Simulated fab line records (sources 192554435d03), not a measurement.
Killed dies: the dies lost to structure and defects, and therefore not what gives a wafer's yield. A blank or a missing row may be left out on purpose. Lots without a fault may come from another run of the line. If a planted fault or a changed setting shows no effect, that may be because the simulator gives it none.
Split-lot experiment / flow n5Finfet / route with 1938 steps; 7 lots, 21 wafers read

== THE SPLIT ITSELF ==
At N5_BEOL_M6_COAT_63 (time 60 s, resist thk 60 nm), the setting spinRpm was moved away from the recipe's 1500 rpm on 4 of the 21 wafers read, by +2.9% to +10.1%. For the rest of the wafers, this setting stayed at what the recipe calls for.

The split's own step is where the reading is taken.

== THE READING ==
SOC_of_BEOL_M6_COAT_63.thkNm (the simulator's own value, which no gauge read), in nm, at N5_BEOL_M6_COAT_63 (time 60 s, resist thk 60 nm). The file does not state a usual value for it. The 17 wafers here that ran the recipe average 60.2 nm, standard deviation 0.1 nm.

wafer=L074.2; tool, chamber at the split=lithoTrack-02, 0; spinRpm as run, rpm=1500; against the recipe=recipe; SOC_of_BEOL_M6_COAT_63.thkNm, nm=60.2; against lot-mates on the recipe=-
wafer=L074.3; tool, chamber at the split=lithoTrack-02, 0; spinRpm as run, rpm=1500; against the recipe=recipe; SOC_of_BEOL_M6_COAT_63.thkNm, nm=60.2; against lot-mates on the recipe=-
wafer=L074.5; tool, chamber at the split=lithoTrack-02, 0; spinRpm as run, rpm=1500; against the recipe=recipe; SOC_of_BEOL_M6_COAT_63.thkNm, nm=60.2; against lot-mates on the recipe=-
wafer=L083.2; tool, chamber at the split=lithoTrack-03, 0; spinRpm as run, rpm=1652; against the recipe=+10.1%; SOC_of_BEOL_M6_COAT_63.thkNm, nm=57.2; against lot-mates on the recipe=-2.9
wafer=L083.4; tool, chamber at the split=lithoTrack-03, 0; spinRpm as run, rpm=1500; against the recipe=recipe; SOC_of_BEOL_M6_COAT_63.thkNm, nm=60; against lot-mates on the recipe=-
wafer=L083.6; tool, chamber at the split=lithoTrack-03, 0; spinRpm as run, rpm=1500; against the recipe=recipe; SOC_of_BEOL_M6_COAT_63.thkNm, nm=60.2; against lot-mates on the recipe=-
wafer=L082.2; tool, chamber at the split=lithoTrack-05, 0; spinRpm as run, rpm=1543; against the recipe=+2.9%; SOC_of_BEOL_M6_COAT_63.thkNm, nm=59.2; against lot-mates on the recipe=-0.8
wafer=L082.6; tool, chamber at the split=lithoTrack-05, 0; spinRpm as run, rpm=1543; against the recipe=+2.9%; SOC_of_BEOL_M6_COAT_63.thkNm, nm=59.2; against lot-mates on the recipe=-0.8
wafer=L082.4; tool, chamber at the split=lithoTrack-05, 0; spinRpm as run, rpm=1500; against the recipe=recipe; SOC_of_BEOL_M6_COAT_63.thkNm, nm=60; against lot-mates on the recipe=-
wafer=L089.3; tool, chamber at the split=lithoTrack-02, 0; spinRpm as run, rpm=1500; against the recipe=recipe; SOC_of_BEOL_M6_COAT_63.thkNm, nm=60.2; against lot-mates on the recipe=-
wafer=L089.4; tool, chamber at the split=lithoTrack-02, 0; spinRpm as run, rpm=1500; against the recipe=recipe; SOC_of_BEOL_M6_COAT_63.thkNm, nm=60.2; against lot-mates on the recipe=-
wafer=L089.5; tool, chamber at the split=lithoTrack-02, 0; spinRpm as run, rpm=1500; against the recipe=recipe; SOC_of_BEOL_M6_COAT_63.thkNm, nm=60.2; against lot-mates on the recipe=-
wafer=L087.2; tool, chamber at the split=lithoTrack-03, 0; spinRpm as run, rpm=1500; against the recipe=recipe; SOC_of_BEOL_M6_COAT_63.thkNm, nm=60; against lot-mates on the recipe=-
wafer=L087.5; tool, chamber at the split=lithoTrack-03, 0; spinRpm as run, rpm=1500; against the recipe=recipe; SOC_of_BEOL_M6_COAT_63.thkNm, nm=60.4; against lot-mates on the recipe=-
wafer=L087.6; tool, chamber at the split=lithoTrack-03, 0; spinRpm as run, rpm=1500; against the recipe=recipe; SOC_of_BEOL_M6_COAT_63.thkNm, nm=60.2; against lot-mates on the recipe=-
wafer=L091.2; tool, chamber at the split=lithoTrack-05, 0; spinRpm as run, rpm=1500; against the recipe=recipe; SOC_of_BEOL_M6_COAT_63.thkNm, nm=60.2; against lot-mates on the recipe=-
wafer=L091.3; tool, chamber at the split=lithoTrack-05, 0; spinRpm as run, rpm=1500; against the recipe=recipe; SOC_of_BEOL_M6_COAT_63.thkNm, nm=60.2; against lot-mates on the recipe=-
wafer=L091.4; tool, chamber at the split=lithoTrack-05, 0; spinRpm as run, rpm=1591; against the recipe=+6.1%; SOC_of_BEOL_M6_COAT_63.thkNm, nm=58.4; against lot-mates on the recipe=-1.8
wafer=L095.1; tool, chamber at the split=lithoTrack-02, 0; spinRpm as run, rpm=1500; against the recipe=recipe; SOC_of_BEOL_M6_COAT_63.thkNm, nm=60.2; against lot-mates on the recipe=-
wafer=L095.5; tool, chamber at the split=lithoTrack-02, 0; spinRpm as run, rpm=1500; against the recipe=recipe; SOC_of_BEOL_M6_COAT_63.thkNm, nm=60.2; against lot-mates on the recipe=-
wafer=L095.6; tool, chamber at the split=lithoTrack-02, 0; spinRpm as run, rpm=1500; against the recipe=recipe; SOC_of_BEOL_M6_COAT_63.thkNm, nm=60; against lot-mates on the recipe=-

FIT RESULTS
A straight line over all 21 wafers: SOC_of_BEOL_M6_COAT_63.thkNm changes by -0.296 nm for each +1% of spinRpm; r = -0.99; the points scatter about the line by 0.1 nm.
The same after taking each lot's own level away (the mean of its wafers on the recipe; 21 wafers): -0.288 nm for each +1%; r = -0.99; scatter 0.083 nm.
Per that fit: largest spinRpm move, reading shift of 2.9 nm.
The span of the lots' own levels, 60.00 to 60.20 nm, comes to 2.0 times the standard deviation stated above.
The two slopes are in agreement: the lot-to-lot level therefore moves the slope only a little.
Check: -2.95 nm against its lot-mates is what the line predicts for one of the wafers moved furthest among these (+10.1%) when that wafer is left out of the fit. Against them it came out at -2.9 nm.

== OTHER SPLITS APPLIED TO THESE WAFERS ==
These wafers also went through other splits before the reading. Each is held against what the fit with the lots' levels taken away leaves over:
other split on the same wafers=N5_BEOL_M3_COAT_73 tempC; wafers away from the commonest value=7; r with SOC_of_BEOL_M6_COAT_63.thkNm (lot level and that fit taken away)=+0.13
other split on the same wafers=N5_BEOL_M4_COAT_05 spinRpm; wafers away from the commonest value=7; r with SOC_of_BEOL_M6_COAT_63.thkNm (lot level and that fit taken away)=+0.09
other split on the same wafers=N5_BEOL_M4_ETCH_64 biasW; wafers away from the commonest value=9; r with SOC_of_BEOL_M6_COAT_63.thkNm (lot level and that fit taken away)=+0.19
other split on the same wafers=N5_BEOL_M5_EXPOSE_08 doseMj; wafers away from the commonest value=8; r with SOC_of_BEOL_M6_COAT_63.thkNm (lot level and that fit taken away)=+0.02

== FILE'S OWN FIT ==
SOC_of_BEOL_M6_COAT_63.thkNm changes by -0.288 nm for each +1% of spinRpm, r = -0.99.
